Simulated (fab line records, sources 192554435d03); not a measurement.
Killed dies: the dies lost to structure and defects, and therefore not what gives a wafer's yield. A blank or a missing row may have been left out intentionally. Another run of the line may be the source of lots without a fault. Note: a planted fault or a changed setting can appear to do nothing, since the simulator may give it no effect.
Split-lot experiment | flow n5 finfet | 7 lots, 21 wafers read, on a route of 1938 steps

THE SPLIT
At N5_BEOL_M2_ETCH_64 (etches SOC in N2/H2, target depth 75 nm, overetch 22.5 nm, time 121.9 s), the setting time s was moved away from the recipe's 121.9 s on 9 of the 21 wafers read, by -13.9% to +17.6%. For the rest of the wafers, this setting stayed at what the recipe calls for.

The reading comes from the split's own step.

THE READING
SiARC_of_BEOL_M2_COAT_62.thk nm (the simulator's own value, which no gauge read), in nm, at N5_BEOL_M2_ETCH_64 (etches SOC in N2/H2, target depth 75 nm, overetch 22.5 nm, time 121.9 s). There is no usual value for it anywhere in the file. Here, 12 wafers ran the recipe; their average is 6.3 nm with a standard deviation of 0.22 nm.

wafer  | tool, chamber at the split | time s as run, s | against the recipe | SiARC_of_BEOL_M2_COAT_62.thk nm, nm | against lot-mates on the recipe
L077.1 | rie diel-03, 2             | 121.9            | recipe             | 6.6                                 | -
L077.2 | rie diel-03, 1             | 143.3            | +17.6%             | 5.2                                 | -1.4
L077.6 | rie diel-03, 3             | 143.3            | +17.6%             | 5.4                                 | -1.2
L081.2 | rie diel-02, 3,1           | 121.9            | recipe             | 6.4                                 | -
L081.5 | rie diel-02, 3,1           | 121.9            | recipe             | 6.4                                 | -
L081.4 | rie diel-02, 0             | 121.9            | recipe             | 6                                   | -
L083.4 | rie diel-03, 1,1,0         | 121.9            | recipe             | 6                                   | -
L083.5 | rie diel-03, 1,1,0         | 121.9            | recipe             | 6                                   | -
L083.6 | rie diel-03, 1,1,0         | 121.9            | recipe             | 6                                   | -
L084.1 | rie diel-02, 1,3           | 104.9            | -13.9%             | 7.2                                 | +0.8
L084.4 | rie diel-02, 1,3           | 104.9            | -13.9%             | 7.2                                 | +0.8
L084.6 | rie diel-02, 1             | 121.9            | recipe             | 6.4                                 | -
L088.1 | rie diel-03, 2             | 137.3            | +12.6%             | 5.8                                 | -0.6
L088.2 | rie diel-03, 3             | 121.9            | recipe             | 6.4                                 | -
L088.5 | rie diel-03, 2             | 137.3            | +12.6%             | 6                                   | -0.4
L090.2 | rie diel-06, 3,1           | 121.9            | recipe             | 6.4                                 | -
L090.3 | rie diel-06, 3,1           | 121.9            | recipe             | 6.4                                 | -
L090.6 | rie diel-06, 3             | 112.3            | -7.9%              | 6.8                                 | +0.4
L092.1 | rie diel-03, 2             | 121.9            | recipe             | 6.6                                 | -
L092.4 | rie diel-03, 0,1           | 129.3            | +6.1%              | 5.6                                 | -1.0
L092.5 | rie diel-03, 0,1           | 129.3            | +6.1%              | 5.6                                 | -1.0
Rows listing several chambers each stand for several wafers; the file does not say which wafer went through which chamber.

FIT RESULTS
A straight line over all 21 wafers: SiARC_of_BEOL_M2_COAT_62.thk nm changes by -0.0569 nm for each +1% of time s; r = -0.90; the points scatter about the line by 0.24 nm.
The same after taking each lot's own level away (the mean of its wafers on the recipe; 21 wafers): -0.0642 nm for each +1%; r = -0.92; scatter 0.24 nm.
On that fit, the largest move of time s shifts the reading by 1.1 nm.
Measured against the standard deviation above, the lots' own levels, which go from 6.00 to 6.60 nm, span 2.7 times it.
In other words, the slope is changed by the lot-to-lot level; the two fits disagree.
Check: with one of the wafers moved furthest among these (+17.6%) left out of the fit, the line predicts -1.12 nm for it against its lot-mates. Against them it came out at -1.4 nm.

THE OTHER SPLITS THESE WAFERS WENT THROUGH
These wafers also went through other splits before the reading. Each is held against what the fit with the lots' levels taken away leaves over:
other split on the same wafers   | wafers away from the commonest value | r with SiARC_of_BEOL_M2_COAT_62.thk nm (lot level and that fit taken away)
N5_BEOL_M1_TRENCH_ETCH_37 time s | 10                                   | +0.19

THE WHOLE CHAIN: every reading that the file lists as answering this split, in the file's order
step                  | what it does                                                            | reading                                                                          | change (the file's fit)                                                             | r (the file's)
N5_BEOL_M2_ETCH_64    | etches SOC in N2/H2, target depth 75 nm, overetch 22.5 nm, time 121.9 s | SiARC_of_BEOL_M2_COAT_62.thk nm (the simulator's own value, which no gauge read) | -0.0651 nm for each +1% of the setting                                              | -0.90
N5_BEOL_M2_HM_OPEN_17 | chemistry Cl2/BCl3, target TiN, target depth 20 nm, overetch 6 nm       | etch.depth nm (the simulator's own value, which no gauge read)                   | not straight: 19.82 at the lowest setting, 20.08 at the recipe, 18.1 at the highest | not given

THE FILE'S OWN FIT
SiARC_of_BEOL_M2_COAT_62.thk nm changes by -0.0651 nm for each +1% of time s, r = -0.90.
